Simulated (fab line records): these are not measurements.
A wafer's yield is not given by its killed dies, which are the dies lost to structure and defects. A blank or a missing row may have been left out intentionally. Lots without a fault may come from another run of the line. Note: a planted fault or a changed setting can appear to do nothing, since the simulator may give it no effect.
Matching of chambers	flow n5Finfet	N5_BEOL_M1_CO_CAP_55 on cvdCo-01: 3 sister chambers
The step material Co, precursor CCTBA/H2, target thk 2 nm, time 102.1 s. 3 wafers are shown with their chamber, then 12 later ones without.

== WAFERS WITH THEIR CHAMBER ==
wafer	chamber	heaterPowerW (W)
L090.5	0	228
L092.4	2	230
L092.6	1	299

== WAFERS MISSING THEIR CHAMBER ==
wafer	heaterPowerW (W)
L093.3	234
L093.4	232
L093.6	227
L094.1	232
L094.5	221
L094.6	295
L095.2	237
L095.4	231
L095.6	312
L096.1	236
L096.5	307
L096.6	237

== WHICH CHAMBER EACH ONE RAN IN ==
wafer	from the rows above	in truth
L093.3	can't be placed: 2 or 0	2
L093.4	can't be placed: 2 or 0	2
L093.6	can't be placed: 0 or 2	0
L094.1	can't be placed: 2 or 0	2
L094.5	can't be placed: 0 or 2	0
L094.6	1	1
L095.2	can't be placed: 2 or 0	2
L095.4	can't be placed: 2 or 0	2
L095.6	1	1
L096.1	can't be placed: 2 or 0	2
L096.5	1	1
L096.6	can't be placed: 2 or 0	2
Correctly placed: 3 of 12. These rows do not allow placing 9 (true chamber among the candidates in 9). Number placed wrongly: 0.
How it was worked out, from the rows above alone: a wafer's distance from a chamber is the root of the sum, over the readings, of the square of ((its reading less the chamber's mean) divided by the reading's scatter). The wafer belongs to the nearest chamber; if the next one is less than 2 further off, it can't be placed. Each chamber's mean is taken over the wafers shown for it. The scatter: root of mean squared gap, hidden wafer to nearest shown wafer, with one shown wafer a chamber.
